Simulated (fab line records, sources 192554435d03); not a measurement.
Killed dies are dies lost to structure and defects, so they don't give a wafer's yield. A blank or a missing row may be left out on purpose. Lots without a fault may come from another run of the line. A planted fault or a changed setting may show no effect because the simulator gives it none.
fab line records | flow n5_finfet
record lots=13 wafers=32 last_day=18
route steps=1938 shown BEOL_M4@1090 BEOL_M15@1823 MIM_BOT_ETCH@1869 PASSIVATION@1928
lots that met no fault: from a run of the same line without faults
start_h: hours from the record's first day to the start of the lot's first wafer shown | wait_h: hours since the lot's step before | " the same as in the row above | L1.1+2: a row that stands for several wafers | - no value, or no start given | * or withheld: withheld | < > ~ a bound
route shown NAME@n: a module of which the file shows steps, and the number in the route of the first | usual: mean/standard deviation of fault-free wafers | same: alike in all rows | chamber/n: place in a boat | sites: the reading at each site | _std_site: their standard deviation | _edge_site: outer sites' mean less inner sites' | radius_mm: how far each site lies from the wafer's centre | mask NAME#n: copy n | behind: the tool/chamber that last shaped the wafer | hold: why the lot was held/for how many hours/how that ended | device: the transistor (n, p or np) that didn't switch | end of line: the same wafers' tests at the end of the route | a step without rows: its recipe alone | killed: dies lost to structure and defects at the first sort, not the wafer's yield | map: a wafer's dies, x killed, . not, _ none there
set.NAME: the setting as run; set.NAME@STEP: as run at that earlier step | model.NAME: the simulator's own value behind a step, which no gauge read
steps of the route over a sample of lots; a table a step, a row a wafer
services: from which hour (start_h, from the record's first day; less than 0 if before it) a tool's chamber was out of use, for how many hours, and why
## steps
# step N5_BEOL_M4_SPUTTER_86
# recipe material=Cu target_thk_a=45 temp_c=-20 chamber_pressure_pa=0.07 power_w=withheld time_s=8.29
# usual throttle_valve_pct=29.7/1.3
# columns lot.wafer tool chamber start_h wait_h throttle_valve_pct
L474.3 pvd_sputter-03 - 183.70 0.1 29.2
L474.4 " - " " 29.1
L477.3 pvd_sputter-03 - 230.90 0.1 29.6
L477.6 " - " " 28.8
L475.1 pvd_sputter-02 - 236.90 0.1 31.2
L475.5 " - " " 28.8
L475.6 " - " " 31.4
L479.1 pvd_sputter-03 - 246.72 0.1 27.8
L479.3 " - " " 29.1
L479.4 " - " " 29.7
L478.1 pvd_sputter-03 - 254.18 0.1 27.9
L478.2 " - " " 29.7
L481.2 pvd_sputter-01 - 256.97 0.1 32.9
L481.5 " - " " 32.6
L483.2 pvd_sputter-02 - 269.78 0.1 31.3
L483.6 " - " " 31.4
L485.2 pvd_sputter-03 - 273.91 0.1 27.8
L485.4 " - " " 28.9
L486.1 pvd_sputter-03 - 282.22 0.1 28.7
L486.5 " - " " 29.2
L488.1 pvd_sputter-03 - 301.97 0.1 27.7
L488.3 " - " " 29.0
L488.5 " - " " 28.9
L492.1 pvd_sputter-03 - 315.14 0.1 28.6
L492.3 " - " " 29.2
L492.5 " - " " 29.8
L489.1 pvd_sputter-03 - 319.64 0.1 28.8
L489.2 " - " " 29.1
L489.4 " - " " 29.9
L493.1 pvd_sputter-01 - 324.09 0.1 28.7
L493.2 " - " " 30.7
L493.5 " - " " 30.9
# step N5_BEOL_M15_ANNEAL_48
# recipe temp_c=225 time_s=90 ambient=N2
# usual wafer_temp_C_max=226.28/0.29
# columns lot.wafer tool chamber start_h wait_h wafer_temp_C_max
L474.3 rtp_anneal-02 0 272.93 0.2 226.82
L474.4 " 0 " " 226.54
L477.3 rtp_anneal-02 0 318.19 0.4 226.93
L477.6 " 0 " " 225.91
L475.1 rtp_anneal-01 0 329.89 0.2 226.30
L475.5 " 0 " " 225.95
L475.6 " 0 " " 226.24
L479.1 rtp_anneal-02 0 336.99 0.2 226.47
L479.3 " 0 " " 226.23
L479.4 " 0 " " 226.93
L478.1 rtp_anneal-01 0 348.32 0.4 226.28
L478.2 " 0 " " 226.24
L481.2 rtp_anneal-02 0 354.90 0.8 226.19
L481.5 " 0 " " 226.33
L483.2 rtp_anneal-02 0 361.16 0.2 227.05
L483.6 " 0 " " 226.83
L485.2 rtp_anneal-02 0 364.41 0.8 225.80
L485.4 " 0 " " 226.40
L486.1 rtp_anneal-01 0 382.21 0.2 226.46
L486.5 " 0 " " 225.58
L488.1 rtp_anneal-01 0 402.87 0.2 226.20
L488.3 " 0 " " 226.55
L488.5 " 0 " " 225.69
L492.1 rtp_anneal-02 0 402.90 0.2 226.30
L492.3 " 0 " " 226.06
L492.5 " 0 " " 226.27
L489.1 rtp_anneal-02 0 411.29 0.2 226.61
L489.2 " 0 " " 226.84
L489.4 " 0 " " 226.07
L493.1 rtp_anneal-01 0 413.47 0.8 226.69
L493.2 " 0 " " 226.43
L493.5 " 0 " " 226.41
# step N5_MIM_BOT_ETCH_STRIP_01
# recipe chemistry=O2 power_w=600 temp_c=60 pressure_mtorr=30 rf_frequency_hz=6e+07 bias_power_w=0 overash_fraction=0.5 o2_flow_sccm=225
# usual drypump_motor_current_A=5.7/0.44 oes_product_au=0.81/0.082 rf_vpp_V=3.7/1.3 showerhead_plenum_p_Torr=2.11/0.066 throttle_valve_pct=16.71/0.24
# same bias_power_w=0
# columns lot.wafer tool chamber start_h wait_h drypump_motor_current_A oes_product_au rf_hours_counter_h rf_vpp_V showerhead_plenum_p_Torr throttle_valve_pct
L474.3 rie_diel-02 3 280.35 0.1 5.7 0.84 43 6.2 2.07 16.55
L474.4 " 2 " " 5.2 0.74 157 3.8 2.21 16.69
L477.3 rie_diel-02 1 324.56 0.1 5.5 0.93 34 2.8 2.06 16.70
L477.6 " 3 " " 5.7 0.85 - 6.9 2.07 16.62
L475.1 rie_diel-04 0 338.33 0.3 5.8 0.99 5 4.6 2.16 16.30
L475.5 " 3 " " 6.0 0.83 - 3.9 2.12 16.75
L475.6 " 0 " " 5.8 0.98 - 4.9 2.16 16.31
L479.1 rie_diel-04 3 345.79 0.1 6.0 0.83 76 3.5 2.12 16.73
L479.3 " 1 " " 5.7 0.71 238 4.5 2.04 16.79
L479.4 " 0 " " 5.8 0.98 9 2.9 2.15 16.34
L478.1 rie_diel-02 2 354.91 0.1 5.2 0.71 189 4.7 2.20 16.73
L478.2 " 0 " " 6.4 0.75 147 3.5 2.11 17.08
L481.2 rie_diel-02 0 363.11 0.1 6.3 0.74 151 5.9 2.11 17.13
L481.5 " 0 " " 6.3 0.73 - 4.2 2.11 17.10
L483.2 rie_diel-02 0 367.51 0.1 6.3 0.75 153 5.5 2.11 17.08
L483.6 " 2 " " 5.2 0.73 - 2.9 2.20 16.78
L485.2 rie_diel-03 3 371.36 0.1 4.9 0.84 73 2.8 2.19 16.47
L485.4 " 0 " " 5.0 0.77 106 2.2 2.10 16.66
L486.1 rie_diel-02 2 388.61 0.1 5.2 0.72 202 4.2 2.20 16.75
L486.5 " 3 " " 5.7 0.83 - 4.9 2.06 16.63
L488.1 rie_diel-03 2 408.52 0.2 5.3 0.95 5 1.6 2.25 16.57
L488.3 " 1 " " 5.8 0.90 44 3.8 2.04 16.24
L488.5 " 1 " " 5.8 0.88 - 3.8 2.04 16.22
L492.1 rie_diel-02 2 408.86 0.2 5.2 0.70 208 3.9 2.19 16.81
L492.3 " 1 " " 5.5 0.84 70 1.6 2.05 16.78
L492.5 " 1 " " 5.5 0.88 - 4.4 2.05 16.75
L489.1 rie_diel-04 1 418.63 0.1 5.7 0.94 5 3.4 2.04 16.39
L489.2 " 2 " " 6.2 0.85 84 2.9 2.21 16.58
L489.4 " 3 " " 6.0 0.83 105 3.3 2.11 16.82
L493.1 rie_diel-03 1 419.26 0.1 5.8 0.86 47 4.5 2.04 16.28
L493.2 " 3 " " 4.8 0.80 93 3.2 2.18 16.47
L493.5 " 1 " " 5.8 0.86 - 3.7 2.04 16.30
# step N5_PASSIVATION_DESCUM_46
# recipe chemistry=O2 time_s=7.9 source_power_w=50 bias_power_w=20 pressure_mtorr=20 rf_frequency_hz=2.712e+07 temp_c=40 o2_flow_sccm=225
# usual bias_power_w=19.99/0.06 drypump_motor_current_A=5.7/0.45 oes_product_au=0.81/0.079 rf_vpp_V=243.5/1.3 showerhead_plenum_p_Torr=2.11/0.069 throttle_valve_pct=20.46/0.25
# columns lot.wafer tool chamber start_h wait_h bias_power_w drypump_motor_current_A oes_product_au rf_hours_counter_h rf_vpp_V showerhead_plenum_p_Torr throttle_valve_pct
L474.3 rie_diel-02 3 289.05 0.3 19.99 5.7 0.86 47 242.1 2.07 20.39
L474.4 " 3 " " 19.98 5.7 0.86 - 243.9 2.07 20.40
L477.3 rie_diel-04 2 329.11 0.1 20.00 6.2 0.88 52 246.1 2.22 20.32
L477.6 " 3 " " 20.01 6.0 0.85 - 243.0 2.12 20.52
L475.1 rie_diel-03 3 345.91 1.2 19.97 4.9 0.85 63 245.3 2.19 20.10
L475.5 " 2 " " 20.06 5.2 0.69 - 241.1 1.98 20.85
L475.6 " 1 " " 20.11 5.8 0.92 - 242.9 2.04 20.01
L479.1 rie_diel-04 3 351.26 0.3 19.93 6.0 0.83 78 243.1 2.12 20.53
L479.3 " 0 " " 20.00 5.8 0.95 12 243.7 2.15 20.08
L479.4 " 2 " " 19.96 6.2 0.85 62 246.5 2.22 20.36
L478.1 rie_diel-03 3 360.16 0.0 19.97 4.8 0.84 68 243.8 2.19 20.11
L478.2 " 2 " " 20.07 5.2 0.68 243 240.5 1.98 20.85
L481.2 rie_diel-02 1 368.91 0.0 20.08 5.5 0.89 55 241.8 2.05 20.58
L481.5 " 2 " " 19.93 5.2 0.71 - 244.4 2.19 20.53
L483.2 rie_diel-02 1 373.19 0.2 20.06 5.4 0.88 57 243.6 2.05 20.59
L483.6 " 0 " " 19.93 6.3 0.74 - 243.6 2.11 20.94
L485.2 rie_diel-04 0 377.65 0.0 19.98 5.8 0.94 19 243.9 2.15 20.09
L485.4 " 1 " " 19.97 5.7 0.72 248 243.2 2.03 20.47
L486.1 rie_diel-03 3 395.55 0.0 20.06 4.9 0.81 84 245.3 2.19 20.13
L486.5 " 1 " " 19.94 5.8 0.88 - 242.5 2.04 20.03
L488.1 rie_diel-03 3 413.69 0.0 19.91 4.8 0.81 91 245.3 2.18 20.17
L488.3 " 0 " " 20.12 5.0 0.75 124 243.6 2.09 20.45
L488.5 " 3 " " 20.00 4.8 0.80 - 244.0 2.18 20.16
L492.1 rie_diel-02 1 414.73 0.2 20.00 5.4 0.86 72 242.2 2.04 20.60
L492.3 " 2 " " 19.98 5.2 0.69 210 243.7 2.19 20.56
L492.5 " 1 " " 20.02 5.4 0.85 - 242.8 2.04 20.61
L489.1 rie_diel-04 2 425.31 0.0 19.93 6.2 0.83 87 245.4 2.21 20.40
L489.2 " 0 " " 20.04 5.8 0.90 40 245.5 2.14 20.13
L489.4 " 3 " " 19.89 6.0 0.80 108 242.2 2.11 20.57
L493.1 rie_diel-02 0 425.62 0.2 19.96 6.3 0.72 175 244.0 2.10 20.96
L493.2 " 2 " " 20.12 5.2 0.69 213 244.2 2.19 20.59
L493.5 " 2 " " 19.97 5.2 0.69 - 243.8 2.19 20.56
# step N5_PASSIVATION_PROBE_49
# usual defect_limited_yield=91.2/1.4 killed_at_M0_to_M3=34/9.3 killed_at_M4_up=14/5.9 killed_at_contacts=14/5.7 killed_at_front_end=38/10 killed_at_other=4/3.2 killed_dies=104/17 killed_open=67/13 killed_short=33/6.9 sort_bin_5_function=5.2/1 sort_bin_6_memory=3.3/0.61 sort_bin_8_speed=0.3/1.8 sort_n_pass=1069/52 sort_yield_pct=91/4.4
# same gross_dies=1180 killed_at_back_side=0 sort_bin_4_leakage[%]=0
# columns lot.wafer tool chamber start_h wait_h defect_limited_yield[%] killed_at_M0_to_M3 killed_at_M4_up killed_at_contacts killed_at_front_end killed_at_other killed_dies killed_open killed_short sort_bin_5_function[%] sort_bin_6_memory[%] sort_bin_8_speed[%] sort_n_pass sort_yield_pct[%]
L488.1 prober-02 - 416.73 0.0 79.6 43 122 11 33 32 241 73 29 13.6 4.3 0 939 80
L488.3 prober-02 - 416.83 0.1 79.7 43 131 16 21 28 239 61 31 12.8 5.1 0 941 80
L488.5 prober-02 - 416.93 0.2 80.5 47 136 5 39 3 230 68 36 11.0 5.7 0 950 81
L492.1 prober-02 - 417.78 0.0 81.2 33 128 16 41 4 222 62 35 12.2 4.6 0 958 81
L492.3 prober-02 - 417.88 0.1 81.0 28 137 10 47 2 224 58 37 12.5 4.5 0 956 81
L492.5 prober-02 - 417.98 0.2 76.8 30 121 30 54 39 274 83 40 15.9 4.7 0 906 77
L489.1 prober-02 - 428.36 0.0 79.9 22 142 12 55 6 237 69 41 12.5 5.2 0 943 80
L489.2 prober-02 - 428.41 0.1 79.3 29 132 8 74 1 244 93 31 13.9 5.0 0 936 79
L489.4 prober-02 - 428.51 0.2 83.0 32 117 5 46 1 201 61 31 11.6 3.3 0 979 83
# killed by level:class
L488.1 BEOL_M4:unspecified=105 PASSIVATION:area_etch=32 STI_FIN_REVEAL:geometric_particle:open=13 BEOL_M3:geometric_particle:open=11 MOL_CONTACT_COAG:geometric_particle:open=8 BEOL_M0_SAQP:geometric_particle:open=8 BEOL_M5:geometric_particle:open=7 FIN_SAQP:geometric_particle:short=6
L488.3 BEOL_M4:unspecified=122 PASSIVATION:area_etch=20 BEOL_M1:geometric_particle:open=16 MOL_CONTACT_COAG:geometric_particle:open=15 BEOL_M0_SAQP:geometric_particle:short=8 BEOL_M2:geometric_particle:open=6 GATE_CUT:geometric_particle:short=4 BEOL_M3:geometric_particle:open=4
L488.5 BEOL_M4:unspecified=120 BEOL_M3:geometric_particle:open=10 FIN_SAQP:geometric_particle:open=9 BEOL_M0_SAQP:geometric_particle:short=9 BEOL_M0_SAQP:geometric_particle:open=8 BEOL_M2:geometric_particle:open=7 FIN_SAQP:geometric_particle:short=6 STI_FIN_REVEAL:geometric_particle:open=6
L492.1 BEOL_M4:unspecified=122 MOL_CONTACT_COAG:geometric_particle:open=12 DUMMY_GATE:geometric_particle:open=11 BEOL_M1:geometric_particle:open=8 FIN_SAQP:geometric_particle:open=7 BEOL_M0_SAQP:geometric_particle:short=7 BEOL_M0_SAQP:geometric_particle:open=5 GATE_CUT:geometric_particle:short=5
L492.3 BEOL_M4:unspecified=124 FIN_SAQP:geometric_particle:open=12 FIN_SAQP:geometric_particle:short=11 BEOL_M0_SAQP:geometric_particle:open=9 MOL_CONTACT_COAG:geometric_particle:open=8 BEOL_M2:geometric_particle:open=7 GATE_CUT:geometric_particle:short=6 BEOL_M0_SAQP:geometric_particle:short=6
L492.5 BEOL_M4:unspecified=109 PASSIVATION:area_etch=35 MOL_CONTACT_COAG:geometric_particle:open=24 FIN_SAQP:geometric_particle:open=20 FIN_SAQP:geometric_particle:short=12 BEOL_M0_SAQP:geometric_particle:short=10 ILD0:geometric_particle:open=6 BEOL_M0_SAQP:geometric_particle:open=6
L489.1 BEOL_M4:unspecified=127 STI_FIN_REVEAL:geometric_particle:open=18 FIN_SAQP:geometric_particle:short=9 MOL_CONTACT_COAG:geometric_particle:open=9 BEOL_M4:geometric_particle:open=7 FIN_SAQP:geometric_particle:open=6 BEOL_M2:geometric_particle:open=6 GATE_CUT:geometric_particle:short=5
L489.2 BEOL_M4:unspecified=119 STI_FIN_REVEAL:geometric_particle:open=47 STI_FIN_REVEAL:geometric_particle:short=11 MOL_CONTACT_COAG:geometric_particle:open=7 BEOL_M5:geometric_particle:open=7 BEOL_M0_SAQP:geometric_particle:open=6 BEOL_M2:geometric_particle:open=6 BEOL_M0_SAQP:geometric_particle:short=5
L489.4 BEOL_M4:unspecified=108 STI_FIN_REVEAL:geometric_particle:open=15 FIN_SAQP:geometric_particle:open=7 BEOL_M0_SAQP:geometric_particle:short=7 BEOL_M0_SAQP:geometric_particle:open=7 STI_FIN_REVEAL:geometric_particle:short=5 GATE_CUT:geometric_particle:short=5 BEOL_M1:geometric_particle:open=4
## services
# columns tool chamber start_h hours kind
pvd_sputter-01 - 161.50 48.4 repair
rie_diel-02 1 191.74 - clean
rie_diel-02 1 191.74 - consumable_replace:focus_ring
rie_diel-02 1 191.74 22.8 scheduled_down
rie_diel-02 1 191.74 22.8 vent_cycle
rie_diel-03 0 201.11 2.7 repair
rie_diel-04 2 244.17 16.4 repair
rie_diel-03 1 263.46 - clean
rie_diel-03 1 263.46 - consumable_replace:focus_ring
rie_diel-02 1 286.15 11.8 repair
rie_diel-04 0 302.78 - clean
rie_diel-04 0 302.78 - consumable_replace:focus_ring
rie_diel-04 0 302.78 21.6 scheduled_down
rie_diel-04 0 302.78 21.6 vent_cycle
rie_diel-02 3 333.88 28.2 repair
rie_diel-03 1 359.08 5.1 repair
rie_diel-03 2 376.64 - clean
rie_diel-03 2 376.64 - consumable_replace:focus_ring
rie_diel-04 1 382.68 - clean
rie_diel-04 1 382.68 - consumable_replace:focus_ring
rie_diel-04 1 382.68 23.1 scheduled_down
rie_diel-04 1 382.68 23.1 vent_cycle
rie_diel-04 2 395.37 6.0 repair
rie_diel-02 - 402.40 1.1 repair
## key
first_sign step=N5_PASSIVATION_PROBE_49 reading=killed_at_M4_up direction=up sigmas=20 usual=14 struck=130
effect step=N5_PASSIVATION_PROBE_49 reading=defect_limited_yield direction=down sigmas=7.7 usual=91.2 struck=80.1
more_kills_born_at N5_BEOL_M4_SPUTTER_86@pvd_sputter-03=1056
met_at N5_BEOL_M4_SPUTTER_86
struck_lots L488,L489,L492
baseline_loss step=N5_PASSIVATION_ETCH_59 wafers=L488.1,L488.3
baseline_loss step=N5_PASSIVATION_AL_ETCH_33 wafers=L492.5
not_acting_at N5_BEOL_M15_ANNEAL_48,N5_MIM_BOT_ETCH_STRIP_01,N5_PASSIVATION_DESCUM_46
onset_between 282.22 301.97
fault kind=chamber_particle_source tool=pvd_sputter-03 chamber=- onset_h=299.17 steps=N5_BEOL_M4_SPUTTER_86 rate_per_visit_cm2=0.79816 end_h=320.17
# baseline_loss: these wafers lose ten dies or more at that step, a loss of the line's own and not of a fault; the sort's usual values leave them out
